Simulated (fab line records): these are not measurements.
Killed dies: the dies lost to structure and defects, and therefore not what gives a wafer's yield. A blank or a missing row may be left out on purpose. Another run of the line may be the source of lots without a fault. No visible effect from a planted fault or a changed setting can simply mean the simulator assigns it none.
8D (eight disciplines) problem report, filled in by code -- flow n5_finfet -- the parts of the form that need people (team, actions taken, sign-off) are left out

== 1. THE PROBLEM ==
Wafers without a fault read 1500.0 rpm, standard deviation 0.95; spin_speed_rpm at N5_MOL_CONTACT_COAG_COAT_34 reads a mean of 1560.0 rpm on 9 wafers belonging to 3 lots. Relative to the usual mean, that is a shift of +63 standard deviations.
The step: resist thk 40 nm.
Earliest sighting: wafer L761.1 on litho_track-03 at day 7 02:45. The record holds 15 wafers of 5 lots with a number at this step. Rule for "out" (also "out of limits"): further than 4 standard deviations from the usual mean. The other wafers with a number count as sound.

== 2. WHAT THIS IS AND IS NOT ==
question,is,is not
which readings at this step,spin_speed_rpm,-
which lots,"L761, L762, L763","L753, L767"
which wafers of those lots,all that have a number,-
read on which tools,litho_track-03,litho_track-01
when,from day 7 02:45,up to then (3 sound wafers); but 3 sound wafers of L767 came after

== 3. WHAT RULES OUT EACH SUSPECT ==
Counting: a tool at any process step up to the reading remains a suspect when it ran all the lots that are out and ran no sound lot after the first of those.
- litho_track-03 at N5_MOL_CONTACT_COAG_COAT_34 (resist thk 40 nm): kept. All lots that are out passed through it, beginning with L761 at day 7 02:45, and no sound lot followed; its final sound lot before that point was L753 at day 5 09:05. Out on those wafers are its own readings of spin_speed_rpm.
After counting, what remains is litho_track-03 at N5_MOL_CONTACT_COAG_COAT_34.

== 4. THE CAUSE (what the simulator had put in) ==
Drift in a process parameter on litho_track-03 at N5_MOL_CONTACT_COAG_COAT_34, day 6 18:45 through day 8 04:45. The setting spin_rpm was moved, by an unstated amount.
Only this tool survived the counting.

== 5. THE EFFECT CHAIN, in route order ==
One row per reading whose mean, taken over the struck wafers that have a number, lies over 3 standard deviations from the usual. Only readings whose record carries a usual standard deviation are examined. hours: median over the lots of the time between each lot's start at the first step of this table that gives one and its start at this step. sigmas: the change, counted in usual standard deviations.
hours,step,reading,usual,on struck wafers,change,sigmas
0,N5_MOL_CONTACT_COAG_COAT_34,spin_speed_rpm,1500.0 rpm,1560.0,+60.0,+63
Process steps it contains:
- N5_MOL_CONTACT_COAG_COAT_34: resist thk 40 nm.
At these later measuring or inspecting steps, every struck wafer for which the step has a row has a number for every such reading, and none has moved that far: N5_BEOL_M4_RC_MEAS_101.

== 6. WHAT WOULD HAVE CAUGHT IT SOONER ==
First out-of-limits reading in this record: day 7 02:45, which is 8 hours after fault onset at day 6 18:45.
